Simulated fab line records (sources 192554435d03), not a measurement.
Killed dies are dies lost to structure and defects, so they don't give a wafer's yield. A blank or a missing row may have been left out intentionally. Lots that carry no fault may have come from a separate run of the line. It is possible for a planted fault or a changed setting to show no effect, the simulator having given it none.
Chamber matching	flow n5_finfet	N5_FIN_CUT_ETCH_20 on rie_diel-05 has 4 sister chambers
The step etches SiARC in CF4, target depth 26 nm, time 43.3 s. 7 wafers are shown with their chamber, then 8 later ones without.

== EACH WAFER AND ITS CHAMBER ==
wafer	chamber	drypump_motor_current_A (A)	showerhead_plenum_p_Torr (Torr)
L081.1	2	6.0	2.24
L084.4	3	5.2	2.12
L084.6	0	5.8	2.12
L093.1	1	5.7	2.20
L093.4	3	5.1	2.12
L093.6	0	5.8	2.12
L094.1	2	6.0	2.23

== WAFERS WITH NO CHAMBER GIVEN ==
wafer	drypump_motor_current_A (A)	showerhead_plenum_p_Torr (Torr)
L094.2	5.8	2.12
L094.5	5.8	2.12
L095.2	5.6	2.20
L095.5	5.1	2.12
L095.6	5.8	2.12
L096.2	5.6	2.20
L096.4	5.8	2.12
L096.5	5.6	2.20

== EACH ONE'S CHAMBER ==
wafer	from the rows above	in truth
L094.2	0	0
L094.5	0	0
L095.2	1	1
L095.5	3	3
L095.6	0	0
L096.2	1	1
L096.4	0	0
L096.5	1	1
Placed correctly: 8 of 8. Number that these rows cannot place: 0. 0 placed wrongly.
How it was worked out, from the rows above alone: a wafer's distance from a chamber is the root of the sum, over the readings, of the square of ((its reading less the chamber's mean) divided by the reading's scatter). If the next closest chamber is less than 2 further off than the closest, the wafer can't be placed; otherwise it belongs to the closest. Each chamber's mean is taken over the wafers shown for it. The scatter is the square root of a quotient: the sum, over the shown wafers, of each reading's squared deviation from its chamber's mean, divided by wafers minus chambers.
